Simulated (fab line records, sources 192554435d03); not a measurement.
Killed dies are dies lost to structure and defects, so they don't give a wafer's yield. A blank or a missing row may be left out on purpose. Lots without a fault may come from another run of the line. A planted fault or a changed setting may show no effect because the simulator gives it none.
Which tool did it? | flow n5_finfet | 10 lots, 27 wafers sampled, at 6 steps of a route of 1938

WHAT THE GAUGES READ, wafer by wafer
N5_FIN_SAQP_OCD_MEAS_76. Usual: trench_depth_nm 120.1 nm, standard deviation 2.1.
lot  | measured    | on     | trench_depth_nm (nm) | flag
L403 | day 2 02:35 | ocd-01 | 121.5 120.7          |
L404 | day 2 10:42 | ocd-01 | 118.7 123.9 121.1    |
L405 | day 2 14:39 | ocd-02 | 119.7 119.8          |
L406 | day 2 20:50 | ocd-01 | 120.4 119.7 120.7    |
L407 | day 3 02:02 | ocd-02 | 121.5 117.9 118.9    |
L408 | day 3 08:23 | ocd-02 | 121.8 121.7 118.4    |
L415 | day 5 04:43 | ocd-01 | 120.2 121.6 118.7    |
L420 | day 6 08:53 | ocd-01 | 123.1 120.8 121.8    |
L423 | day 7 02:02 | ocd-01 | 118.5 118.6          |
L426 | day 7 21:06 | ocd-02 | 119.0 123.4 122.3    |

N5_FIN_CUT_INSPECT_17: inspects for defects (brightfield). Usual: raw_defect_count 225, standard deviation 76.
lot  | measured    | on                | raw_defect_count | flag
L403 | day 2 03:59 | defect_inspect-01 | 192 268          |
L404 | day 2 12:29 | defect_inspect-02 | 281 260 182      |
L405 | day 2 16:17 | defect_inspect-01 | 127 223          |
L406 | day 2 22:11 | defect_inspect-02 | 194 189 213      |
L407 | day 3 03:32 | defect_inspect-02 | 272 184 138      |
L408 | day 3 10:11 | defect_inspect-01 | 206 236 274      |
L415 | day 5 06:13 | defect_inspect-02 | 475 178 182      |
L420 | day 6 10:22 | defect_inspect-02 | 221 259 220      |
L423 | day 7 03:25 | defect_inspect-01 | 232 328          |
L426 | day 7 22:38 | defect_inspect-02 | 146 268 102      |

N5_BEOL_M4_RC_MEAS_101. Usual: DIBL_N 36.3 mV/V, standard deviation 1.6; DIBL_P 36.2 mV/V, standard deviation 2; IOFF_N 0.160 nA/um, standard deviation 0.028; IOFF_P 0.21 nA/um, standard deviation 0.036; ION_N 677 uA/um, standard deviation 11; ION_P 465 uA/um, standard deviation 6.9; SS_N 71.5 mV/dec, standard deviation 0.55; SS_P 73.3 mV/dec, standard deviation 0.64; VT_N 250 mV, standard deviation 3; VT_P -250 mV, standard deviation 3.5.
lot  | measured     | on        | DIBL_N (mV/V)  | DIBL_P (mV/V)  | IOFF_N (nA/um)    | IOFF_P (nA/um) | ION_N (uA/um) | ION_P (uA/um) | SS_N (mV/dec)  | SS_P (mV/dec)  | VT_N (mV)   | VT_P (mV)      | flag
L403 | day 7 20:53  | prober-01 | 40.7 39.1      | 40.5 38.7      | 0.246 0.186       | 0.30 0.25      | 688 671       | 472 466       | 71.9 72.2      | 73.7 74.2      | 243 247     | -246 -248      |
L404 | day 8 00:02  | prober-02 | 35.3 36.1 36.5 | 35.1 35.6 36.0 | 0.145 0.159 0.167 | 0.20 0.21 0.22 | 682 679 675   | 464 471 462   | 70.8 70.7 70.7 | 72.4 72.5 72.9 | 250 248 249 | -248 -247 -251 |
L405 | day 8 04:13  | prober-01 | 32.7 35.3      | 32.0 35.6      | 0.112 0.149       | 0.15 0.19      | 668 671       | 454 462       | 70.4 71.5      | 72.0 72.9      | 253 249     | -257 -253      |
L406 | day 9 01:31  | prober-01 | 37.0 38.2 39.1 | 35.5 37.4 37.2 | 0.146 0.175 0.185 | 0.23 0.26 0.27 | 678 678 683   | 464 474 467   | 71.7 71.3 72.3 | 72.9 73.4 73.3 | 249 247 247 | -247 -245 -243 |
L407 | day 9 08:10  | prober-01 | 33.3 34.5 34.5 | 33.7 34.8 33.9 | 0.114 0.136 0.139 | 0.15 0.17 0.16 | 660 679 669   | 456 470 457   | 70.6 70.5 71.2 | 72.6 72.8 73.1 | 256 255 252 | -255 -252 -254 |
L408 | day 9 10:43  | prober-02 | 37.8 38.3 40.5 | 37.0 36.7 40.7 | 0.155 0.152 0.222 | 0.22 0.22 0.30 | 679 662 699   | 473 469 477   | 71.5 71.8 72.4 | 73.6 73.4 74.5 | 251 253 246 | -249 -248 -244 |
L415 | day 11 00:25 | prober-02 | 37.0 35.0 35.2 | 34.4 33.2 32.7 | 0.143 0.127 0.130 | 0.18 0.17 0.16 | 663 668 673   | 460 463 459   | 71.6 70.7 71.0 | 73.0 72.5 72.9 | 253 253 254 | -253 -256 -257 |
L420 | day 12 12:45 | prober-02 | 34.3 33.1 35.6 | 35.0 34.0 37.1 | 0.128 0.112 0.155 | 0.18 0.17 0.21 | 662 660 689   | 465 458 472   | 71.2 71.3 71.4 | 72.5 72.6 73.0 | 253 255 249 | -251 -252 -252 |
L423 | day 13 12:14 | prober-01 | 33.4 32.2      | 31.5 30.3      | 0.118 0.107       | 0.16 0.15      | 669 668       | 455 461       | 71.0 69.9      | 72.4 72.7      | 252 255     | -255 -254      |
L426 | day 13 21:29 | prober-02 | 36.5 35.6 36.0 | 36.4 35.2 35.8 | 0.155 0.144 0.139 | 0.19 0.16 0.17 | 671 678 670   | 453 456 452   | 72.0 71.4 71.6 | 73.5 73.4 73.5 | 250 251 249 | -254 -257 -253 |

WHICH TOOL RAN EACH LOT (tool, then ch and the chambers of the sampled wafers, then the start)
lot  | N5_FIN_CUT_DESCUM_13              | N5_FIN_CUT_STRIP_24               | N5_FIN_CUT_CUT_ETCH_28
L403 | rie_diel-01 ch 1,3, day 2 03:04   | rie_diel-01 ch 1,3, day 2 03:29   | rie_si-05 ch 2,3, day 2 03:44
L404 | rie_diel-01 ch 0,1,3, day 2 11:31 | rie_diel-01 ch 0,1,3, day 2 11:56 | rie_si-01 ch 0,2, day 2 12:16
L405 | rie_diel-04 ch 2,3, day 2 15:14   | rie_diel-04 ch 2,3, day 2 15:39   | rie_si-03 ch 1,3, day 2 15:59
L406 | rie_diel-05 ch 1,2, day 2 21:17   | rie_diel-05 ch 1,2, day 2 21:42   | rie_si-03 ch 2,3, day 2 21:58
L407 | rie_diel-04 ch 0,1,2, day 3 02:37 | rie_diel-04 ch 0,1,2, day 3 03:02 | rie_si-03 ch 0,1,2, day 3 03:18
L408 | rie_diel-01 ch 0,1,2, day 3 09:13 | rie_diel-01 ch 0,1,2, day 3 09:37 | rie_si-03 ch 0,2,3, day 3 09:58
L415 | rie_diel-01 ch 0,1,3, day 5 05:17 | rie_diel-01 ch 0,1,3, day 5 05:42 | rie_si-01 ch 0,1, day 5 05:59
L420 | rie_diel-05 ch 0,1,2, day 6 09:28 | rie_diel-05 ch 0,1,2, day 6 09:52 | rie_si-05 ch 1,2,3, day 6 10:08
L423 | rie_diel-04 ch 0,3, day 7 02:30   | rie_diel-04 ch 0,3, day 7 02:55   | rie_si-05 ch 0, day 7 03:11
L426 | rie_diel-05 ch 0,2,3, day 7 21:41 | rie_diel-05 ch 0,2,3, day 7 22:06 | rie_si-03 ch 0,1,3, day 7 22:22
- N5_FIN_CUT_DESCUM_13: chemistry O2, time 7 s.
- N5_FIN_CUT_STRIP_24: strips in CF4.
- N5_FIN_CUT_CUT_ETCH_28: etches Si in HBr/Cl2/O2, target depth 6 nm, time 2.4 s.

WHAT THE TOOLS THEMSELVES READ (means of the sampled wafers that have a number; where no wafer has one, the mark that the record gives instead)
N5_FIN_CUT_DESCUM_13. Usual: drypump_motor_current_A 5.8 A, standard deviation 0.56; oes_product_au 0.82 a.u., standard deviation 0.088; rf_vpp_V 243.5 V, standard deviation 1.3; showerhead_plenum_p_Torr 2.12 Torr, standard deviation 0.067; temp_c 39.98 C, standard deviation 0.12; throttle_valve_pct 20.40 %, standard deviation 0.24.
lot  | tool        | drypump_motor_current_A (A) | oes_product_au (a.u.) | rf_vpp_V (V) | showerhead_plenum_p_Torr (Torr) | temp_c (C) | throttle_valve_pct (%) | flag
L403 | rie_diel-01 | 5.3                         | 0.93                  | 244.4        | 2.15                            | 39.80      | 20.25                  |
L404 | rie_diel-01 | 5.8                         | 0.93                  | 244.4        | 2.18                            | 40.02      | 20.29                  |
L405 | rie_diel-04 | 6.0                         | 0.74                  | 242.8        | 2.08                            | 39.99      | 20.44                  |
L406 | rie_diel-05 | 5.4                         | 0.78                  | 242.6        | 2.07                            | 39.84      | 20.33                  |
L407 | rie_diel-04 | 6.2                         | 0.77                  | 243.5        | 2.10                            | 39.98      | 20.51                  |
L408 | rie_diel-01 | 5.8                         | 0.85                  | 243.7        | 2.14                            | 39.93      | 20.31                  |
L415 | rie_diel-01 | 5.8                         | 0.90                  | 244.8        | 2.17                            | 40.05      | 20.32                  |
L420 | rie_diel-05 | 5.6                         | 0.77                  | 243.6        | 2.10                            | 40.02      | 20.34                  |
L423 | rie_diel-04 | 6.0                         | 0.70                  | 243.7        | 2.13                            | 39.89      | 20.38                  |
L426 | rie_diel-05 | 5.7                         | 0.79                  | 243.3        | 2.13                            | 40.00      | 20.39                  |

N5_FIN_CUT_STRIP_24. Usual: drypump_motor_current_A 5.8 A, standard deviation 0.56; oes_product_au 0.80 a.u., standard deviation 0.079; rf_vpp_V 271.8 V, standard deviation 1.4; showerhead_plenum_p_Torr 1.81 Torr, standard deviation 0.055; throttle_valve_pct 13.50 %, standard deviation 0.25.
lot  | tool        | drypump_motor_current_A (A) | oes_product_au (a.u.) | rf_vpp_V (V) | showerhead_plenum_p_Torr (Torr) | throttle_valve_pct (%) | flag
L403 | rie_diel-01 | 5.3                         | 0.90                  | 271.0        | 1.83                            | 13.27                  |
L404 | rie_diel-01 | 5.8                         | 0.91                  | 272.9        | 1.85                            | 13.27                  |
L405 | rie_diel-04 | 6.0                         | 0.75                  | 271.1        | 1.80                            | 13.66                  |
L406 | rie_diel-05 | 5.4                         | 0.77                  | 271.3        | 1.78                            | 13.47                  |
L407 | rie_diel-04 | 6.1                         | 0.76                  | 271.3        | 1.80                            | 13.62                  |
L408 | rie_diel-01 | 5.9                         | 0.83                  | 271.8        | 1.82                            | 13.39                  |
L415 | rie_diel-01 | 5.8                         | 0.87                  | 272.7        | 1.84                            | 13.32                  |
L420 | rie_diel-05 | 5.6                         | 0.76                  | 271.2        | 1.81                            | 13.51                  |
L423 | rie_diel-04 | 6.0                         | 0.69                  | 271.7        | 1.85                            | 13.71                  |
L426 | rie_diel-05 | 5.7                         | 0.78                  | 271.4        | 1.84                            | 13.59                  |

N5_FIN_CUT_CUT_ETCH_28. Usual: drypump_motor_current_A 5.5 A, standard deviation 0.4; oes_product_au 1.001 a.u., standard deviation 0.012; throttle_valve_pct 37.3 %, standard deviation 0.36.
lot  | tool      | drypump_motor_current_A (A) | oes_product_au (a.u.) | throttle_valve_pct (%) | flag
L403 | rie_si-05 | 5.5                         | 0.996                 | 37.7                   |
L404 | rie_si-01 | 5.9                         | 0.990                 | 37.5                   |
L405 | rie_si-03 | 5.4                         | 1.004                 | 37.0                   |
L406 | rie_si-03 | 5.5                         | 1.019                 | 37.6                   |
L407 | rie_si-03 | 5.3                         | 1.006                 | 37.1                   |
L408 | rie_si-03 | 5.4                         | 1.008                 | 37.1                   |
L415 | rie_si-01 | 5.7                         | 0.995                 | 37.2                   |
L420 | rie_si-05 | 5.7                         | 0.996                 | 37.5                   |
L423 | rie_si-05 | 5.0                         | 0.984                 | 37.3                   |
L426 | rie_si-03 | 5.3                         | 1.001                 | 36.9                   |

THE ANSWER, worked out from the rows above alone
Rule: a lot is off if the mean of its wafers that have a number lies more than 3 standard deviations from the usual mean. A lot without any number at a reading at which 4 lots or more have one is off too. The other lots that the step has rows for count as sound. The gauges are gone through in route order, then the tools' own readings, and for those a lot's mean is taken as printed above. The first step at which some lot is off is used, and at that step the reading that is off furthest; a lot without a number counts as furthest.
No lot is off at any reading shown: from this, nothing can be told.

WHAT THE SIMULATOR HAD PUT IN
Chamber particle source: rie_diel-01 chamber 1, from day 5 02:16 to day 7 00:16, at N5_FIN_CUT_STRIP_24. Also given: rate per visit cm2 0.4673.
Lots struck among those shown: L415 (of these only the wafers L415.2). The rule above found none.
